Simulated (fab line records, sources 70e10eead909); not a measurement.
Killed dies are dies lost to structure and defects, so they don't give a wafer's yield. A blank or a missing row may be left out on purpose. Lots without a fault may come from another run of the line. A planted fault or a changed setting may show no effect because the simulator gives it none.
Chamber matching | flow nand_harc | NHARC_P_BONDPAD_ACTIVATE_29 on rie_diel-07: 4 sister chambers
The step chemistry N2, time 60 s. 8 wafers are shown with their chamber, then 12 later ones without.

WAFERS WITH THEIR CHAMBER
wafer  | chamber | drypump_motor_current_A (A) | oes_product_au (a.u.)
L082.2 | 3       | 5.3                         | 0.986
L084.4 | 0       | 6.3                         | 1.013
L084.5 | 2       | 5.4                         | 0.996
L087.3 | 0       | 6.3                         | 0.993
L087.5 | 3       | 5.3                         | 0.993
L085.3 | 2       | 5.4                         | 0.993
L085.4 | 1       | 5.0                         | 1.021
L085.5 | 1       | 4.9                         | 1.007

WAFERS WITHOUT THEIR CHAMBER
wafer  | drypump_motor_current_A (A) | oes_product_au (a.u.)
L093.1 | 5.4                         | 1.015
L093.3 | 6.3                         | 0.988
L093.5 | 5.4                         | 1.004
L094.2 | 5.0                         | 1.017
L094.4 | 6.3                         | 1.003
L094.6 | 5.4                         | 1.009
L097.1 | 5.3                         | 0.998
L097.2 | 5.3                         | 1.010
L097.5 | 5.0                         | 1.020
L096.3 | 5.3                         | 1.015
L096.4 | 4.9                         | 1.027
L096.5 | 6.3                         | 0.993

WHICH CHAMBER EACH WENT THROUGH
wafer  | from the rows above     | in truth
L093.1 | can't be placed: 2 or 3 | 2
L093.3 | 0                       | 0
L093.5 | 2                       | 2
L094.2 | 1                       | 1
L094.4 | 0                       | 0
L094.6 | can't be placed: 2 or 3 | 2
L097.1 | can't be placed: 3 or 2 | 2
L097.2 | can't be placed: 3 or 2 | 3
L097.5 | 1                       | 1
L096.3 | can't be placed: 3 or 2 | 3
L096.4 | 1                       | 1
L096.5 | 0                       | 0
Placed correctly: 7 of 12. Can't be placed from these rows: 5 (the true chamber is among the candidates in 5). Placed wrongly: 0.
How it was worked out, from the rows above alone: a wafer's distance from a chamber is the root of the sum, over the readings, of the square of ((its reading less the chamber's mean) divided by the reading's scatter). The wafer belongs to the nearest chamber; if the next one is less than 2 further off, it can't be placed. A chamber's mean is the mean of its shown wafers. The scatter: the root of (the sum of the squares of (reading less its chamber's mean) over the shown wafers, divided by (wafers less chambers)).
